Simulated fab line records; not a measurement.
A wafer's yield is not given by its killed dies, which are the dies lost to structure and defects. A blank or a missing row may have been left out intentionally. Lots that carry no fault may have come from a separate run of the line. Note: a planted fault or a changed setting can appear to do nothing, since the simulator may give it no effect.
A sampling plan put to the test :: flow n5 finfet :: one fab line, 43 faults that these records tell of, each judged on the records of the lots that it struck; 1 more is left out, because the records don't allow judging it
What counts as the plan is the set of the line's own looks, namely the steps on the route at which a gauge or an inspection reads a wafer and does not change it. A look is open to judgement when struck wafers have a number at it and the file gives its usual mean and standard deviation on fault-free wafers. Caught: the struck wafers' mean, at a look after the fault's first step, is 4 or more of those standard deviations (sigma) away from the usual mean. On the tool: the fault's steps, tested the same way using the tool's own readings. Another recipe on the struck wafers, or a record that is blank for them alone, also counts as caught.

== THE FAULTS, as the simulator had put them in ==
1. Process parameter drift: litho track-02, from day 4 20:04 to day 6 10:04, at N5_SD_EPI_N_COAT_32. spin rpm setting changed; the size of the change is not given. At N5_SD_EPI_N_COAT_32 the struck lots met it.
2. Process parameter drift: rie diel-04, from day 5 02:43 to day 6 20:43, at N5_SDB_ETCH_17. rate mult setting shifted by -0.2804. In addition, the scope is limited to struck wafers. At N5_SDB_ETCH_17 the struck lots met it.
3. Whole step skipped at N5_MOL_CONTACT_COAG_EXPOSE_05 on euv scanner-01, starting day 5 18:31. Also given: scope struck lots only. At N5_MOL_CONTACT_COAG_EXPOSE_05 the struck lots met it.
4. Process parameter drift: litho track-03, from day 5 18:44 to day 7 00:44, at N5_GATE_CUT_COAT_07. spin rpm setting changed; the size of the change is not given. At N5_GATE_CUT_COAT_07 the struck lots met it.
5. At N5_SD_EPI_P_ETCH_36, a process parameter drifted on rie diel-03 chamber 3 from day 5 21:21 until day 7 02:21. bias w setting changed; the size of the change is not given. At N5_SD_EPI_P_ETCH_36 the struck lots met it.
6. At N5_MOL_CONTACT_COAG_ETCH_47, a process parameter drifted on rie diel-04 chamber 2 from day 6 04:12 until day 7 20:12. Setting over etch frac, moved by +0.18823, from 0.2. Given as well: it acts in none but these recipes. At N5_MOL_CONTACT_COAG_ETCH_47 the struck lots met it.
7. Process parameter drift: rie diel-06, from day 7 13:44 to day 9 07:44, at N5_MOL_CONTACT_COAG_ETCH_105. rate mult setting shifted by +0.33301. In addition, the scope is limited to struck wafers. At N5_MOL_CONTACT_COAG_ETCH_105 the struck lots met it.
8. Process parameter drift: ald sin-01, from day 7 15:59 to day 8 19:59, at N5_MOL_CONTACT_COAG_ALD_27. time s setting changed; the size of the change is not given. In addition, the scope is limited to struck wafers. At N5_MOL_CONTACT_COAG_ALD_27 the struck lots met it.
9. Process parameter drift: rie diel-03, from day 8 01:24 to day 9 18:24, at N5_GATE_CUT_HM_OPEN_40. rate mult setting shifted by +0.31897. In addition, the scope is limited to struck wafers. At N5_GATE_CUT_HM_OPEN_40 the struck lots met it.
10. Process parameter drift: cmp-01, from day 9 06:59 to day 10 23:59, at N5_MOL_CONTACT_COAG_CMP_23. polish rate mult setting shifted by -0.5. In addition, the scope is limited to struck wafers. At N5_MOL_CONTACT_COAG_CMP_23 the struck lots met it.
11. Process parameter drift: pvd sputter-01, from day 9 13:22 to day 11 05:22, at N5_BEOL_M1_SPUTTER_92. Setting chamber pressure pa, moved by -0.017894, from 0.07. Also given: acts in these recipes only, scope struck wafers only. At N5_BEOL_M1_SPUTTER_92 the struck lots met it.
12. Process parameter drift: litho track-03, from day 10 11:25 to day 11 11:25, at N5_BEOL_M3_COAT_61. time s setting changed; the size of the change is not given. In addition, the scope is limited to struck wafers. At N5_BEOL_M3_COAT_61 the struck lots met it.
13. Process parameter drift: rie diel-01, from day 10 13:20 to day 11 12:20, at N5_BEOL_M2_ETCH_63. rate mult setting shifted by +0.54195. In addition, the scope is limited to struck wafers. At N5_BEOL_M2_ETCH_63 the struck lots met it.
14. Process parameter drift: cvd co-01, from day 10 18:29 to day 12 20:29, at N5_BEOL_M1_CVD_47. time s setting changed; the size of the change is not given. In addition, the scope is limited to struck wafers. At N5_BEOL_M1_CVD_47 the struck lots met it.
15. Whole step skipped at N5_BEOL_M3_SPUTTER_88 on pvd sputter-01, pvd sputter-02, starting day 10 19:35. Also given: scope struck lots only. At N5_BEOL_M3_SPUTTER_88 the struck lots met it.
16. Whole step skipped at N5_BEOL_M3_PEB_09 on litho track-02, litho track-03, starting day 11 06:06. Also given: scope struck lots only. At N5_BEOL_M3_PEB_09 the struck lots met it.
17. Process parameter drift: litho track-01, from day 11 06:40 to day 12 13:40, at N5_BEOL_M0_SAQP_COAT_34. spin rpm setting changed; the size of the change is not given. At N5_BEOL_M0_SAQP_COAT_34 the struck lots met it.
18. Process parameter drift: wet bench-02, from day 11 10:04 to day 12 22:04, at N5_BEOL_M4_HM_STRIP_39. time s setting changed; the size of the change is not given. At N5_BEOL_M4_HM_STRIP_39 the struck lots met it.
19. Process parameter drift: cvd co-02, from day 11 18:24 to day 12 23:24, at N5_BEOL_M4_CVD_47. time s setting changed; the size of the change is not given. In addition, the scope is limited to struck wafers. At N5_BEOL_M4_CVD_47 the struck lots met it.
20. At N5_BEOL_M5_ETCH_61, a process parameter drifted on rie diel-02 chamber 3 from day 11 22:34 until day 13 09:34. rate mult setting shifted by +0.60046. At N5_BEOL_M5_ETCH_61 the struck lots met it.
21. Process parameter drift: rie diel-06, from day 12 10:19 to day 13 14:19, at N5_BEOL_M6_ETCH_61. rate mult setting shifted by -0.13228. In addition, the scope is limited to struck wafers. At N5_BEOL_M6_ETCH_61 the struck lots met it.
22. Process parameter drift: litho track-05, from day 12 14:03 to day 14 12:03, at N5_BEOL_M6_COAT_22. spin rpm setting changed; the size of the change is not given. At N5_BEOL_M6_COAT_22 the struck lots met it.
23. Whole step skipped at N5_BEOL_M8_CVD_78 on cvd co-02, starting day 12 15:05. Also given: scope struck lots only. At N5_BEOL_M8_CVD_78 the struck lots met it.
24. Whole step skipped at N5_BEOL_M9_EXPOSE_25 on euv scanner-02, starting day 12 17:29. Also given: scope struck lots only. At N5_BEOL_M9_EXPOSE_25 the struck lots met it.
25. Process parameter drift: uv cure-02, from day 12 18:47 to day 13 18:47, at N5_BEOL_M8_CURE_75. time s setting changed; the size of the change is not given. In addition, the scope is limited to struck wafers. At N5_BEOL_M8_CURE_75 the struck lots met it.
26. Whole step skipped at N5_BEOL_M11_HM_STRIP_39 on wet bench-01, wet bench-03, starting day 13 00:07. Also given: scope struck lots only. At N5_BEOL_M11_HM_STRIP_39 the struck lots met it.
27. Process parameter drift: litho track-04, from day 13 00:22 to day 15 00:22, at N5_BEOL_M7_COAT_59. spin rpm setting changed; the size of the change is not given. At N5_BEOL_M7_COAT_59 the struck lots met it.
28. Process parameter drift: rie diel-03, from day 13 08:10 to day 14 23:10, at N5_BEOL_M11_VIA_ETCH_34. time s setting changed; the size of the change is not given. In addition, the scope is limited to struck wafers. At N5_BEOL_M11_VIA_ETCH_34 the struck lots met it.
29. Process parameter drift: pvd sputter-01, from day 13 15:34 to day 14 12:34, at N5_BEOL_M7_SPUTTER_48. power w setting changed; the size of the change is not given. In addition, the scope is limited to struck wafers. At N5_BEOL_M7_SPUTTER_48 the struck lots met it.
30. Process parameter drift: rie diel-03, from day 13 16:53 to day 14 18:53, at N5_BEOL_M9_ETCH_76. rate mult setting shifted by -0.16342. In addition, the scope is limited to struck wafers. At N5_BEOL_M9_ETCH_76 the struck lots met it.
31. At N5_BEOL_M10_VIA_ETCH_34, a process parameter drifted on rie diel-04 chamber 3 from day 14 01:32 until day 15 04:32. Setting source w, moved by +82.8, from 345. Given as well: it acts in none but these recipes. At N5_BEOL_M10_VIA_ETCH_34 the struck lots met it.
32. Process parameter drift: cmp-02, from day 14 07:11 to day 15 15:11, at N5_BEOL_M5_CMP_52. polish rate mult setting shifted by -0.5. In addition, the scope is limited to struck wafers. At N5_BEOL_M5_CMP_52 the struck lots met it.
33. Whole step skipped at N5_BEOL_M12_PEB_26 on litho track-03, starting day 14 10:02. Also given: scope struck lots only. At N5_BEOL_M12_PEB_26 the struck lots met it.
34. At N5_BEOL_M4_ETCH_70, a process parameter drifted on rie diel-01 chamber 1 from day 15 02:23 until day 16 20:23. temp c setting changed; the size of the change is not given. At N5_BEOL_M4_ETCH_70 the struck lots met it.
35. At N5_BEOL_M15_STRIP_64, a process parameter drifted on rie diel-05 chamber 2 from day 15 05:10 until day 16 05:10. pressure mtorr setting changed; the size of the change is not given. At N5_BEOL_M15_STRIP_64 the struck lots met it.
36. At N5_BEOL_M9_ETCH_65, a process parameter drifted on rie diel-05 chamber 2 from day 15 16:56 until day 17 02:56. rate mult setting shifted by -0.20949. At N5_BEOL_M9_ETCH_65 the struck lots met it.
37. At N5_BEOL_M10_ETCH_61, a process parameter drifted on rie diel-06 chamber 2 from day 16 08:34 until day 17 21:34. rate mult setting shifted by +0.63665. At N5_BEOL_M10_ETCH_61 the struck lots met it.
38. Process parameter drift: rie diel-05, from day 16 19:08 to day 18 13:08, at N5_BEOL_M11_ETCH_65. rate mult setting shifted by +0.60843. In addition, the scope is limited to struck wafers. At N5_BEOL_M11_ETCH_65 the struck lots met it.
39. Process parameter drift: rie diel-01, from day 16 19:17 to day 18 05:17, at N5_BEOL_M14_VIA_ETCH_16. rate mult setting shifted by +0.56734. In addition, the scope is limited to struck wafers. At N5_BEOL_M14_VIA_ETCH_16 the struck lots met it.
40. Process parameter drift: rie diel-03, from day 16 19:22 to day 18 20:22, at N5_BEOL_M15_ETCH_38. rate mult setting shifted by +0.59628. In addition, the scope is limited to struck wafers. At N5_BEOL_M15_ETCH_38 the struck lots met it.
41. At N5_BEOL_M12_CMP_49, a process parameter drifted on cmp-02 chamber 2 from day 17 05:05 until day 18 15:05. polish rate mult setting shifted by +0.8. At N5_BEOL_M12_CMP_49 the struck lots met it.
42. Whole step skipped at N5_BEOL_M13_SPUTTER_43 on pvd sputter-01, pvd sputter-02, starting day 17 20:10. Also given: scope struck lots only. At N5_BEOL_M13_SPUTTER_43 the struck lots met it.
43. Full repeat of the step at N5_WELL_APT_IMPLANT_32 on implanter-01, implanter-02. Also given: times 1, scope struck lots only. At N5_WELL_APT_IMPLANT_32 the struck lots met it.

== WHAT THE PLAN SAW ==
fault: 1
on the tool itself: spin speed rpm +99 or beyond sigma
first look that catches it: not the one look that can be judged after it
reading, sigma: -
median hours from its first step to that look: -
hours from the fault's start to the first struck lot there: -
judged looks passed uncaught: 1

fault: 2
on the tool itself: etch rf on time s +38 sigma
first look that catches it: not the one look that can be judged after it
reading, sigma: -
median hours from its first step to that look: -
hours from the fault's start to the first struck lot there: -
judged looks passed uncaught: 1

fault: 3
on the tool itself: no reading that can be judged
first look that catches it: no look after it can be judged
reading, sigma: -
median hours from its first step to that look: -
hours from the fault's start to the first struck lot there: -
judged looks passed uncaught: 0

fault: 4
on the tool itself: spin speed rpm +99 or beyond sigma
first look that catches it: not the one look that can be judged after it
reading, sigma: -
median hours from its first step to that look: -
hours from the fault's start to the first struck lot there: -
judged looks passed uncaught: 1

fault: 5
on the tool itself: bias w +13 sigma
first look that catches it: not the one look that can be judged after it
reading, sigma: -
median hours from its first step to that look: -
hours from the fault's start to the first struck lot there: -
judged looks passed uncaught: 1

fault: 6
on the tool itself: etch rf on time s +14 sigma
first look that catches it: none of the 2 looks that can be judged after it
reading, sigma: -
median hours from its first step to that look: -
hours from the fault's start to the first struck lot there: -
judged looks passed uncaught: 2

fault: 7
on the tool itself: etch rf on time s -22 sigma
first look that catches it: not the one look that can be judged after it
reading, sigma: -
median hours from its first step to that look: -
hours from the fault's start to the first struck lot there: -
judged looks passed uncaught: 1

fault: 8
on the tool itself: run length s +99 or beyond sigma
first look that catches it: not the one look that can be judged after it
reading, sigma: -
median hours from its first step to that look: -
hours from the fault's start to the first struck lot there: -
judged looks passed uncaught: 1

fault: 9
on the tool itself: etch rf on time s -11 sigma
first look that catches it: not the one look that can be judged after it
reading, sigma: -
median hours from its first step to that look: -
hours from the fault's start to the first struck lot there: -
judged looks passed uncaught: 1

fault: 10
on the tool itself: time to endpoint s +4.1 sigma
first look that catches it: N5_MOL_CONTACT_COAG_THK_MEAS_29
reading, sigma: MD_CAP_THK +13
median hours from its first step to that look: 3.3
hours from the fault's start to the first struck lot there: 19
judged looks passed uncaught: 0

fault: 11
on the tool itself: chamber pressure pa -99 or beyond sigma
first look that catches it: not the one look that can be judged after it
reading, sigma: -
median hours from its first step to that look: -
hours from the fault's start to the first struck lot there: -
judged looks passed uncaught: 1

fault: 12
on the tool itself: run length s +99 or beyond sigma
first look that catches it: not the one look that can be judged after it
reading, sigma: -
median hours from its first step to that look: -
hours from the fault's start to the first struck lot there: -
judged looks passed uncaught: 1

fault: 13
on the tool itself: etch rf on time s -30 sigma
first look that catches it: not the one look that can be judged after it
reading, sigma: -
median hours from its first step to that look: -
hours from the fault's start to the first struck lot there: -
judged looks passed uncaught: 1

fault: 14
on the tool itself: run length s +99 or beyond sigma
first look that catches it: not the one look that can be judged after it
reading, sigma: -
median hours from its first step to that look: -
hours from the fault's start to the first struck lot there: -
judged looks passed uncaught: 1

fault: 15
on the tool itself: the tool's record is blank for the struck wafers
first look that catches it: not the one look that can be judged after it
reading, sigma: -
median hours from its first step to that look: -
hours from the fault's start to the first struck lot there: -
judged looks passed uncaught: 1

fault: 16
on the tool itself: the tool's record is blank for the struck wafers
first look that catches it: no look after it can be judged
reading, sigma: -
median hours from its first step to that look: -
hours from the fault's start to the first struck lot there: -
judged looks passed uncaught: 0

fault: 17
on the tool itself: spin speed rpm -99 or beyond sigma
first look that catches it: not the one look that can be judged after it
reading, sigma: -
median hours from its first step to that look: -
hours from the fault's start to the first struck lot there: -
judged looks passed uncaught: 1

fault: 18
on the tool itself: only faintly: run length s -2.8 sigma
first look that catches it: not the one look that can be judged after it
reading, sigma: -
median hours from its first step to that look: -
hours from the fault's start to the first struck lot there: -
judged looks passed uncaught: 1

fault: 19
on the tool itself: run length s +99 or beyond sigma
first look that catches it: not the one look that can be judged after it
reading, sigma: -
median hours from its first step to that look: -
hours from the fault's start to the first struck lot there: -
judged looks passed uncaught: 1

fault: 20
on the tool itself: etch rf on time s -24 sigma
first look that catches it: no look after it can be judged
reading, sigma: -
median hours from its first step to that look: -
hours from the fault's start to the first struck lot there: -
judged looks passed uncaught: 0

fault: 21
on the tool itself: etch rf on time s +12 sigma
first look that catches it: not the one look that can be judged after it
reading, sigma: -
median hours from its first step to that look: -
hours from the fault's start to the first struck lot there: -
judged looks passed uncaught: 1

fault: 22
on the tool itself: spin speed rpm -53 sigma
first look that catches it: not the one look that can be judged after it
reading, sigma: -
median hours from its first step to that look: -
hours from the fault's start to the first struck lot there: -
judged looks passed uncaught: 1

fault: 23
on the tool itself: the tool's record is blank for the struck wafers
first look that catches it: not the one look that can be judged after it
reading, sigma: -
median hours from its first step to that look: -
hours from the fault's start to the first struck lot there: -
judged looks passed uncaught: 1

fault: 24
on the tool itself: no reading that can be judged
first look that catches it: no look after it can be judged
reading, sigma: -
median hours from its first step to that look: -
hours from the fault's start to the first struck lot there: -
judged looks passed uncaught: 0

fault: 25
on the tool itself: lamp power pct -24 sigma
first look that catches it: no look after it can be judged
reading, sigma: -
median hours from its first step to that look: -
hours from the fault's start to the first struck lot there: -
judged looks passed uncaught: 0

fault: 26
on the tool itself: the tool's record is blank for the struck wafers
first look that catches it: no look after it can be judged
reading, sigma: -
median hours from its first step to that look: -
hours from the fault's start to the first struck lot there: -
judged looks passed uncaught: 0

fault: 27
on the tool itself: spin speed rpm +99 or beyond sigma
first look that catches it: not the one look that can be judged after it
reading, sigma: -
median hours from its first step to that look: -
hours from the fault's start to the first struck lot there: -
judged looks passed uncaught: 1

fault: 28
on the tool itself: run length s +16 sigma
first look that catches it: not the one look that can be judged after it
reading, sigma: -
median hours from its first step to that look: -
hours from the fault's start to the first struck lot there: -
judged looks passed uncaught: 1

fault: 29
on the tool itself: cathode dc power W -99 or beyond sigma
first look that catches it: no look after it can be judged
reading, sigma: -
median hours from its first step to that look: -
hours from the fault's start to the first struck lot there: -
judged looks passed uncaught: 0

fault: 30
on the tool itself: etch rf on time s +12 sigma
first look that catches it: no look after it can be judged
reading, sigma: -
median hours from its first step to that look: -
hours from the fault's start to the first struck lot there: -
judged looks passed uncaught: 0

fault: 31
on the tool itself: rf fwd power W +83 sigma
first look that catches it: no look after it can be judged
reading, sigma: -
median hours from its first step to that look: -
hours from the fault's start to the first struck lot there: -
judged looks passed uncaught: 0

fault: 32
on the tool itself: overpolish run s -99 or beyond sigma
first look that catches it: N5_BEOL_M5_THK_MEAS_53
reading, sigma: M5_THK +84
median hours from its first step to that look: 0.3
hours from the fault's start to the first struck lot there: 19
judged looks passed uncaught: 0

fault: 33
on the tool itself: the tool's record is blank for the struck wafers
first look that catches it: no look after it can be judged
reading, sigma: -
median hours from its first step to that look: -
hours from the fault's start to the first struck lot there: -
judged looks passed uncaught: 0

fault: 34
on the tool itself: temp c -25 sigma
first look that catches it: not the one look that can be judged after it
reading, sigma: -
median hours from its first step to that look: -
hours from the fault's start to the first struck lot there: -
judged looks passed uncaught: 1

fault: 35
on the tool itself: chamber pressure mTorr -99 or beyond sigma
first look that catches it: no look after it can be judged
reading, sigma: -
median hours from its first step to that look: -
hours from the fault's start to the first struck lot there: -
judged looks passed uncaught: 0

fault: 36
on the tool itself: etch rf on time s +18 sigma
first look that catches it: no look after it can be judged
reading, sigma: -
median hours from its first step to that look: -
hours from the fault's start to the first struck lot there: -
judged looks passed uncaught: 0

fault: 37
on the tool itself: etch rf on time s -32 sigma
first look that catches it: no look after it can be judged
reading, sigma: -
median hours from its first step to that look: -
hours from the fault's start to the first struck lot there: -
judged looks passed uncaught: 0

fault: 38
on the tool itself: etch rf on time s -28 sigma
first look that catches it: no look after it can be judged
reading, sigma: -
median hours from its first step to that look: -
hours from the fault's start to the first struck lot there: -
judged looks passed uncaught: 0

fault: 39
on the tool itself: only faintly: oes product au +3.3 sigma
first look that catches it: no look after it can be judged
reading, sigma: -
median hours from its first step to that look: -
hours from the fault's start to the first struck lot there: -
judged looks passed uncaught: 0

fault: 40
on the tool itself: oes product au +4.4 sigma
first look that catches it: no look after it can be judged
reading, sigma: -
median hours from its first step to that look: -
hours from the fault's start to the first struck lot there: -
judged looks passed uncaught: 0

fault: 41
on the tool itself: barrier field endpoint s -17 sigma
first look that catches it: no look after it can be judged
reading, sigma: -
median hours from its first step to that look: -
hours from the fault's start to the first struck lot there: -
judged looks passed uncaught: 0

fault: 42
on the tool itself: the tool's record is blank for the struck wafers
first look that catches it: no look after it can be judged
reading, sigma: -
median hours from its first step to that look: -
hours from the fault's start to the first struck lot there: -
judged looks passed uncaught: 0

fault: 43
on the tool itself: under 2 sigma
first look that catches it: no look after it can be judged
reading, sigma: -
median hours from its first step to that look: -
hours from the fault's start to the first struck lot there: -
judged looks passed uncaught: 0
A dash: the fault isn't caught, or these records don't give the number.

Caught at a look: 2 of 43. Caught on the tool: 38 of 43. By one or the other: 38 of 43.
Faults caught by the tool alone: 1, 2, 4, 5, 6, 7, 8, 9, 11, 12, 13, 14, 15, 16, 17, 19, 20, 21, 22, 23, 25, 26, 27, 28, 29, 30, 31, 33, 34, 35, 36, 37, 38, 40, 41, 42.
Caught by neither: faults 3, 18, 24, 39, 43.

== THINNER SAMPLING ==
In the worst case, this is how late the first struck lot would be measured if the look that catches a fault measured only every second or every third lot, by lot number:
fault: 10
struck lots at that look, in order of time: L948, L949
every lot: 19 h
every second lot: 20 h
every third lot: may miss all 2

fault: 32
struck lots at that look, in order of time: L353
every lot: 19 h
every second lot: may miss it
every third lot: may miss it
Hours count from the start of the fault until the first struck lot that is measured. The limit of 4 sigma was tested on all struck wafers together, so one lot alone may lie under it. Other struck lots may not be in these records.

== THE LONGEST TIMED WAY FROM STEP TO LOOK ==
For fault 10, N5_MOL_CONTACT_COAG_CMP_23 and N5_MOL_CONTACT_COAG_THK_MEAS_29 are separated by a median of 3.3 hours. No look between them can be judged.
